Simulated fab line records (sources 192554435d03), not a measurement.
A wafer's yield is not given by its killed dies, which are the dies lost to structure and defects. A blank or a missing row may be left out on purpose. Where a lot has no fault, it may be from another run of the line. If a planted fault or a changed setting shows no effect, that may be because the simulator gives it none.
One fault seen from 3 desks :: flow n5_finfet :: every desk sees just its own numbers, and what lay behind them comes last

## DESK OF THE TOOL OWNER: rie_diel-02
The tool's own readings at N5_HKMG_FIN_ETCH_55 (etches SOC in N2/H2, target depth 240 nm, time 300 s): means of the sampled wafers that have a number, for each lot that ran on this tool. Any lot whose mean is over 4 standard deviations away from the usual mean is out of limits and marked OUT; that distance is given in the brackets.
Columns: A = bias_w at N5_HKMG_FIN_ETCH_55, usual 150.0 W; B = drypump_motor_current_A at N5_HKMG_FIN_ETCH_55, usual 5.7 A; C = oes_product_au at N5_HKMG_FIN_ETCH_55, usual 0.79 a.u.; D = rf_vpp_V at N5_HKMG_FIN_ETCH_55, usual 524.0 V; E = run_length_s at N5_HKMG_FIN_ETCH_55, usual 323.4 s; F = showerhead_plenum_p_Torr at N5_HKMG_FIN_ETCH_55, usual 2.55 Torr; G = throttle_valve_pct at N5_HKMG_FIN_ETCH_55, usual 17.9 %
lot: L374
first seen here: day 6 17:43
A: 150.4
B: 5.6
C: 0.77
D: 525.7
E: 323.4
F: 2.61
G: 18.0

lot: L379
first seen here: day 7 23:32
A: 150.0
B: 6.3
C: 0.74
D: 524.1
E: 287.4 (-92) OUT
F: 2.57
G: 18.1

lot: L382
first seen here: day 8 17:25
A: 149.3
B: 5.2
C: 0.72
D: 524.9
E: 287.2 (-93) OUT
F: 2.56
G: 18.3
Finding of this desk: L379, L382 out of limits; the first was L379 at day 7 23:32, on run_length_s at N5_HKMG_FIN_ETCH_55. In limits: L374.

## FROM THE METROLOGY DESK
What the gauges read, lot by lot, whatever tool the lot ran on: means of the sampled wafers that have a number. Any lot whose mean is over 4 standard deviations away from the usual mean is out of limits and marked OUT; that distance is given in the brackets. It has 12 readings; the 7 that lie furthest out on some lot are the ones shown.
Columns: A = NDIPOLE_OVL at N5_HKMG_FIN_OVL_MEAS_50, usual -0.3 nm; B = DIBL_P at N5_BEOL_M4_RC_MEAS_101, usual 36.4 mV/V; C = IOFF_N at N5_BEOL_M4_RC_MEAS_101, usual 0.16 nA/um; D = SS_N at N5_BEOL_M4_RC_MEAS_101, usual 71.5 mV/dec; E = SS_P at N5_BEOL_M4_RC_MEAS_101, usual 73.2 mV/dec; F = VT_N at N5_BEOL_M4_RC_MEAS_101, usual 249 mV; G = VT_P at N5_BEOL_M4_RC_MEAS_101, usual -250 mV
lot: L367
first seen here: day 5 05:17
A: 0.7
B: 38.3
C: 0.18
D: 71.5
E: 73.4
F: 249
G: -252

lot: L374
first seen here: day 6 17:19
A: -0.8
B: 37.1
C: 0.15
D: 71.1
E: 73.5
F: 251
G: -251

lot: L379
first seen here: day 7 23:21
A: -0.6
B: 35.4
C: 0.14
D: 70.6
E: 72.7
F: 253
G: -253

lot: L382
first seen here: day 8 17:14
A: 0.2
B: 35.0
C: 0.18
D: 71.7
E: 73.2
F: 247
G: -251

lot: L383
first seen here: day 8 22:38
A: -0.1
B: 38.5
C: 0.23
D: 72.6
E: 73.9
F: 245
G: -251

lot: L385
first seen here: day 9 12:10
A: -0.1
B: 36.1
C: 0.16
D: 71.6
E: 73.3
F: 250
G: -248
This desk found nothing out of limits on any of the 6 lots.

## THE DEFECT DESK
For each lot, the counts of the inspections along the route, averaged over the sampled wafers that have a number. Any lot whose mean is over 4 standard deviations away from the usual mean is out of limits and marked OUT; that distance is given in the brackets.
Columns: A = raw_defect_count at N5_HKMG_FIN_INSPECT_61, usual 2.0
lot: L367
first seen here: day 5 05:20
A: 1.3

lot: L374
first seen here: day 6 17:22
A: 0.0

lot: L379
first seen here: day 7 23:24
A: 2.0

lot: L382
first seen here: day 8 17:17
A: 2.3

lot: L383
first seen here: day 8 22:41
A: 2.7

lot: L385
first seen here: day 9 12:13
A: 2.7
This desk found nothing out of limits on any of the 6 lots.

## PUT TOGETHER
The tool owner's desk could have raised an alarm at day 7 23:32, on L379, L382.
From the metrology desk's view, nothing was out of limits.
Nothing the defect desk looked at was out of limits.
The metrology desk holds a record of L379, L382, inside its limits.
The defect desk has L379, L382 on record, within its limits.
Of the lots named, all ran N5_HKMG_FIN_ETCH_55 on rie_diel-02.

## WHAT WAS PUT IN BY THE SIMULATOR
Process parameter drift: rie_diel-02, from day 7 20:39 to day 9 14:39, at N5_HKMG_FIN_ETCH_55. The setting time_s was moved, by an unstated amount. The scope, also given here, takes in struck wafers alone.
Struck lots among those shown: L379, L382.
How many hours passed from the start of the fault until each desk's first out-of-limits reading: the tool owner's desk, 3.
